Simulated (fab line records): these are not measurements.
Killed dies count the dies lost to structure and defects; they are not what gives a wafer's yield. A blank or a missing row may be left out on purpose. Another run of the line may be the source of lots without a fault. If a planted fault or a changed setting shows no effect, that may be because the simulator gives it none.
The tool behind it: which one? :: flow nand harc :: 72 wafers from 24 lots sampled at 4 of the route's 1159 steps

## WHAT THE GAUGES SHOWED, per wafer
NHARC_P_M2_OVL_MEAS_10: pitch 340 nm. Usual: overlay x nm 0.1 nm, standard deviation 0.97; overlay y nm 0.2 nm, standard deviation 0.94.
lot: L074
measured: day 6 07:04
on: overlay-01
overlay x nm (nm): -0.6 -1.0 -1.2
overlay y nm (nm): 1.5 0.7 1.2
flag: 

lot: L075
measured: day 6 20:19
on: overlay-01
overlay x nm (nm): -0.6 -0.2 0.0
overlay y nm (nm): -0.5 -0.3 -0.5
flag: 

lot: L076
measured: day 6 20:35
on: overlay-01
overlay x nm (nm): 0.4 0.0 0.7
overlay y nm (nm): 0.3 0.5 0.7
flag: 

lot: L077
measured: day 6 22:05
on: overlay-01
overlay x nm (nm): -0.7 -0.7 -0.4
overlay y nm (nm): 0.5 0.5 0.6
flag: 

lot: L079
measured: day 7 12:44
on: overlay-02
overlay x nm (nm): 0.3 0.3 0.4
overlay y nm (nm): 0.6 1.1 1.0
flag: 

lot: L078
measured: day 7 13:56
on: overlay-01
overlay x nm (nm): -0.3 -0.8 0.0
overlay y nm (nm): 3.1 2.5 2.7
flag: 

lot: L080
measured: day 7 14:05
on: overlay-02
overlay x nm (nm): 0.0 -0.3 -0.1
overlay y nm (nm): 0.2 0.1 0.4
flag: 

lot: L081
measured: day 7 21:04
on: overlay-02
overlay x nm (nm): 0.3 0.2 -0.1
overlay y nm (nm): -0.3 -0.3 -0.4
flag: 

lot: L083
measured: day 8 07:16
on: overlay-01
overlay x nm (nm): -0.6 -0.1 -0.2
overlay y nm (nm): -0.5 -0.5 -0.3
flag: 

lot: L082
measured: day 8 10:10
on: overlay-01
overlay x nm (nm): 1.5 1.1 1.9
overlay y nm (nm): -0.5 -0.3 -0.6
flag: 

lot: L085
measured: day 8 21:23
on: overlay-01
overlay x nm (nm): 0.6 -0.1 0.2
overlay y nm (nm): 1.0 0.8 0.1
flag: 

lot: L084
measured: day 8 21:34
on: overlay-02
overlay x nm (nm): -0.9 -1.2 -2.1
overlay y nm (nm): -2.1 -1.6 -1.2
flag: 

lot: L086
measured: day 9 09:58
on: overlay-01
overlay x nm (nm): -1.3 -0.8 -1.0
overlay y nm (nm): 1.4 1.2 1.5
flag: 

lot: L088
measured: day 9 10:27
on: overlay-02
overlay x nm (nm): 0.1 -0.3 -0.3
overlay y nm (nm): -0.5 -0.3 0.3
flag: 

lot: L087
measured: day 9 11:13
on: overlay-02
overlay x nm (nm): -0.2 -0.8 -0.5
overlay y nm (nm): -0.5 -0.4 -0.8
flag: 

lot: L089
measured: day 10 02:35
on: overlay-02
overlay x nm (nm): 1.7 2.3 2.2
overlay y nm (nm): 1.4 1.6 1.1
flag: 

lot: L090
measured: day 10 03:30
on: overlay-01
overlay x nm (nm): 0.0 -0.2 -0.3
overlay y nm (nm): -0.2 0.0 -0.2
flag: 

lot: L092
measured: day 10 13:08
on: overlay-01
overlay x nm (nm): 2.3 2.7 1.9
overlay y nm (nm): 0.0 0.3 0.3
flag: 

lot: L091
measured: day 10 13:25
on: overlay-02
overlay x nm (nm): 1.0 0.9 0.9
overlay y nm (nm): 0.2 -0.2 0.1
flag: 

lot: L093
measured: day 10 17:07
on: overlay-02
overlay x nm (nm): 0.0 0.1 0.0
overlay y nm (nm): 0.1 0.9 -0.3
flag: 

lot: L094
measured: day 11 04:52
on: overlay-01
overlay x nm (nm): 0.4 0.9 1.1
overlay y nm (nm): -0.4 -0.9 -0.4
flag: 

lot: L095
measured: day 11 09:31
on: overlay-01
overlay x nm (nm): -0.2 0.0 -0.2
overlay y nm (nm): -0.6 -0.3 0.0
flag: 

lot: L097
measured: day 11 14:28
on: overlay-02
overlay x nm (nm): 0.1 0.7 0.4
overlay y nm (nm): 0.0 -0.1 -0.4
flag: 

lot: L096
measured: day 11 15:27
on: overlay-01
overlay x nm (nm): -1.1 -1.6 -0.9
overlay y nm (nm): -1.6 -0.6 -0.7
flag: 

NHARC_P_M2_CD_MEAS_16. Usual: cd nm at 170.1 nm, with a standard deviation of 0.65.
lot: L074
measured: day 6 07:28
on: cd sem-01
cd nm (nm): 170.3 170.3 170.4
flag: 

lot: L075
measured: day 6 20:44
on: cd sem-01
cd nm (nm): 170.4 170.4 169.7
flag: 

lot: L076
measured: day 6 20:59
on: cd sem-01
cd nm (nm): 171.0 170.6 170.6
flag: 

lot: L077
measured: day 6 22:29
on: cd sem-02
cd nm (nm): 170.4 169.5 169.7
flag: 

lot: L079
measured: day 7 13:13
on: cd sem-03
cd nm (nm): 170.7 171.2 171.1
flag: 

lot: L078
measured: day 7 14:21
on: cd sem-03
cd nm (nm): 170.1 169.4 169.6
flag: 

lot: L080
measured: day 7 14:30
on: cd sem-02
cd nm (nm): 170.2 169.5 169.8
flag: 

lot: L081
measured: day 7 21:28
on: cd sem-01
cd nm (nm): 170.0 169.7 169.7
flag: 

lot: L083
measured: day 8 07:41
on: cd sem-02
cd nm (nm): 170.9 170.6 171.3
flag: 

lot: L082
measured: day 8 10:35
on: cd sem-01
cd nm (nm): 170.2 169.7 169.9
flag: 

lot: L085
measured: day 8 21:47
on: cd sem-03
cd nm (nm): 168.8 169.1 169.3
flag: 

lot: L084
measured: day 8 21:59
on: cd sem-03
cd nm (nm): 168.7 169.4 169.3
flag: 

lot: L086
measured: day 9 10:22
on: cd sem-03
cd nm (nm): 170.0 170.3 170.2
flag: 

lot: L088
measured: day 9 10:58
on: cd sem-02
cd nm (nm): 169.8 168.8 169.1
flag: 

lot: L087
measured: day 9 11:38
on: cd sem-03
cd nm (nm): 170.6 170.1 170.3
flag: 

lot: L089
measured: day 10 02:59
on: cd sem-02
cd nm (nm): 170.5 170.1 170.1
flag: 

lot: L090
measured: day 10 03:54
on: cd sem-01
cd nm (nm): 170.9 170.7 171.4
flag: 

lot: L092
measured: day 10 13:32
on: cd sem-01
cd nm (nm): 169.7 170.2 170.3
flag: 

lot: L091
measured: day 10 13:49
on: cd sem-01
cd nm (nm): 170.2 170.3 169.9
flag: 

lot: L093
measured: day 10 17:31
on: cd sem-03
cd nm (nm): 169.4 170.4 170.1
flag: 

lot: L094
measured: day 11 05:17
on: cd sem-02
cd nm (nm): 170.7 169.8 170.7
flag: 

lot: L095
measured: day 11 09:55
on: cd sem-01
cd nm (nm): 170.1 170.3 170.6
flag: 

lot: L097
measured: day 11 14:53
on: cd sem-01
cd nm (nm): 169.8 169.0 168.1
flag: 

lot: L096
measured: day 11 15:52
on: cd sem-02
cd nm (nm): 170.1 169.9 170.0
flag: 

NHARC_P_M2_INSPECT_27. Usual: raw defect count at 335, with a standard deviation of 130.
lot: L074
measured: day 6 09:44
on: defect inspect-01
raw defect count: 460 321 602
flag: 

lot: L075
measured: day 6 23:08
on: defect inspect-01
raw defect count: 422 642 402
flag: 

lot: L076
measured: day 6 23:25
on: defect inspect-02
raw defect count: 202 228 198
flag: 

lot: L077
measured: day 7 00:46
on: defect inspect-01
raw defect count: 277 564 706
flag: 

lot: L079
measured: day 7 15:40
on: defect inspect-02
raw defect count: 321 351 345
flag: 

lot: L078
measured: day 7 16:49
on: defect inspect-02
raw defect count: 158 182 350
flag: 

lot: L080
measured: day 7 16:51
on: defect inspect-01
raw defect count: 328 344 357
flag: 

lot: L081
measured: day 7 23:44
on: defect inspect-02
raw defect count: 302 430 213
flag: 

lot: L083
measured: day 8 09:57
on: defect inspect-02
raw defect count: 132 292 233
flag: 

lot: L082
measured: day 8 12:53
on: defect inspect-01
raw defect count: 289 386 299
flag: 

lot: L085
measured: day 9 00:05
on: defect inspect-01
raw defect count: 358 400 212
flag: 

lot: L084
measured: day 9 00:17
on: defect inspect-01
raw defect count: 376 309 228
flag: 

lot: L086
measured: day 9 13:05
on: defect inspect-02
raw defect count: 387 240 412
flag: 

lot: L088
measured: day 9 13:28
on: defect inspect-02
raw defect count: 196 142 180
flag: 

lot: L087
measured: day 9 13:53
on: defect inspect-02
raw defect count: 511 315 419
flag: 

lot: L089
measured: day 10 05:20
on: defect inspect-02
raw defect count: 683 770 611
flag: 

lot: L090
measured: day 10 06:13
on: defect inspect-02
raw defect count: 321 193 207
flag: 

lot: L092
measured: day 10 15:53
on: defect inspect-01
raw defect count: 462 486 290
flag: 

lot: L091
measured: day 10 16:08
on: defect inspect-02
raw defect count: 270 200 276
flag: 

lot: L093
measured: day 10 20:01
on: defect inspect-01
raw defect count: 245 472 372
flag: 

lot: L094
measured: day 11 07:38
on: defect inspect-01
raw defect count: 340 289 236
flag: 

lot: L095
measured: day 11 12:22
on: defect inspect-02
raw defect count: 166 161 235
flag: 

lot: L097
measured: day 11 17:19
on: defect inspect-01
raw defect count: 388 503 324
flag: 

lot: L096
measured: day 11 18:08
on: defect inspect-02
raw defect count: 446 535 354
flag: 

## TOOL THAT RAN EACH LOT (tool first, then ch and the chambers of the sampled wafers, then the start)
lot: L074
NHARC_P_M2_ANNEAL_31: rtp anneal-02 ch 0, day 6 08:55

lot: L075
NHARC_P_M2_ANNEAL_31: rtp anneal-02 ch 0, day 6 22:28

lot: L076
NHARC_P_M2_ANNEAL_31: rtp anneal-01 ch 0, day 6 22:35

lot: L077
NHARC_P_M2_ANNEAL_31: rtp anneal-01 ch 0, day 6 23:57

lot: L079
NHARC_P_M2_ANNEAL_31: rtp anneal-02 ch 0, day 7 14:53

lot: L078
NHARC_P_M2_ANNEAL_31: rtp anneal-01 ch 0, day 7 16:02

lot: L080
NHARC_P_M2_ANNEAL_31: rtp anneal-02 ch 0, day 7 16:01

lot: L081
NHARC_P_M2_ANNEAL_31: rtp anneal-01 ch 0, day 7 22:55

lot: L083
NHARC_P_M2_ANNEAL_31: rtp anneal-01 ch 0, day 8 09:14

lot: L082
NHARC_P_M2_ANNEAL_31: rtp anneal-01 ch 0, day 8 12:08

lot: L085
NHARC_P_M2_ANNEAL_31: rtp anneal-01 ch 0, day 8 23:17

lot: L084
NHARC_P_M2_ANNEAL_31: rtp anneal-02 ch 0, day 8 23:31

lot: L086
NHARC_P_M2_ANNEAL_31: rtp anneal-02 ch 0, day 9 12:16

lot: L088
NHARC_P_M2_ANNEAL_31: rtp anneal-01 ch 0, day 9 12:39

lot: L087
NHARC_P_M2_ANNEAL_31: rtp anneal-01 ch 0, day 9 13:07

lot: L089
NHARC_P_M2_ANNEAL_31: rtp anneal-02 ch 0, day 10 04:35

lot: L090
NHARC_P_M2_ANNEAL_31: rtp anneal-01 ch 0, day 10 05:24

lot: L092
NHARC_P_M2_ANNEAL_31: rtp anneal-02 ch 0, day 10 15:04

lot: L091
NHARC_P_M2_ANNEAL_31: rtp anneal-01 ch 0, day 10 15:19

lot: L093
NHARC_P_M2_ANNEAL_31: rtp anneal-02 ch 0, day 10 19:12

lot: L094
NHARC_P_M2_ANNEAL_31: rtp anneal-01 ch 0, day 11 06:55

lot: L095
NHARC_P_M2_ANNEAL_31: rtp anneal-02 ch 0, day 11 11:35

lot: L097
NHARC_P_M2_ANNEAL_31: rtp anneal-02 ch 0, day 11 16:29

lot: L096
NHARC_P_M2_ANNEAL_31: rtp anneal-01 ch 0, day 11 17:20
- NHARC_P_M2_ANNEAL_31: time 90 s.

## WHAT THE TOOLS THEMSELVES READ (means of the sampled wafers that have a number; where no wafer has one, the mark that the record gives instead)
NHARC_P_M2_ANNEAL_31. Usual: anneal temp c max 225.83, standard deviation 0.24; wafer_temp_C_max 226.0, standard deviation 0.35.
lot: L074
tool: rtp anneal-02
anneal temp c max: 225.59
wafer_temp_C_max: 226.2
flag: 

lot: L075
tool: rtp anneal-02
anneal temp c max: 225.74
wafer_temp_C_max: 226.4
flag: 

lot: L076
tool: rtp anneal-01
anneal temp c max: 226.17
wafer_temp_C_max: 225.8
flag: 

lot: L077
tool: rtp anneal-01
anneal temp c max: 226.02
wafer_temp_C_max: 225.8
flag: 

lot: L079
tool: rtp anneal-02
anneal temp c max: 225.75
wafer_temp_C_max: 226.4
flag: 

lot: L078
tool: rtp anneal-01
anneal temp c max: 226.24
wafer_temp_C_max: 225.8
flag: 

lot: L080
tool: rtp anneal-02
anneal temp c max: 226.04
wafer_temp_C_max: 226.4
flag: 

lot: L081
tool: rtp anneal-01
anneal temp c max: 225.96
wafer_temp_C_max: 225.7
flag: 

lot: L083
tool: rtp anneal-01
anneal temp c max: 225.81
wafer_temp_C_max: 226.0
flag: 

lot: L082
tool: rtp anneal-01
anneal temp c max: 225.52
wafer_temp_C_max: 225.6
flag: 

lot: L085
tool: rtp anneal-01
anneal temp c max: 225.91
wafer_temp_C_max: 225.7
flag: 

lot: L084
tool: rtp anneal-02
anneal temp c max: 225.75
wafer_temp_C_max: 226.3
flag: 

lot: L086
tool: rtp anneal-02
anneal temp c max: 225.77
wafer_temp_C_max: 226.4
flag: 

lot: L088
tool: rtp anneal-01
anneal temp c max: 225.94
wafer_temp_C_max: 225.7
flag: 

lot: L087
tool: rtp anneal-01
anneal temp c max: 226.09
wafer_temp_C_max: 225.9
flag: 

lot: L089
tool: rtp anneal-02
anneal temp c max: 225.81
wafer_temp_C_max: 226.6
flag: 

lot: L090
tool: rtp anneal-01
anneal temp c max: 225.83
wafer_temp_C_max: 225.8
flag: 

lot: L092
tool: rtp anneal-02
anneal temp c max: 225.44
wafer_temp_C_max: 226.3
flag: 

lot: L091
tool: rtp anneal-01
anneal temp c max: 225.75
wafer_temp_C_max: 225.9
flag: 

lot: L093
tool: rtp anneal-02
anneal temp c max: 225.97
wafer_temp_C_max: 226.2
flag: 

lot: L094
tool: rtp anneal-01
anneal temp c max: 225.60
wafer_temp_C_max: 225.9
flag: 

lot: L095
tool: rtp anneal-02
anneal temp c max: 225.73
wafer_temp_C_max: 226.4
flag: 

lot: L097
tool: rtp anneal-02
anneal temp c max: 225.53
wafer_temp_C_max: 226.4
flag: 

lot: L096
tool: rtp anneal-01
anneal temp c max: 225.77
wafer_temp_C_max: 225.7
flag: 

## THE ANSWER, worked out from the rows above alone
Rule: a lot is off if the mean of its wafers that have a number lies more than 3 standard deviations from the usual mean. A lot without any number at a reading at which 4 lots or more have one is off too. The other lots that the step has rows for count as sound. After the gauges, taken in route order, come the tools' own readings; for these a lot's mean is taken, as printed above. The first step at which some lot is off is used, and at that step the reading that is off furthest; a lot without a number counts as furthest.
Across all readings shown, no lot is off: no conclusion can be drawn from this.

## WHAT HAD BEEN PUT IN BY THE SIMULATOR
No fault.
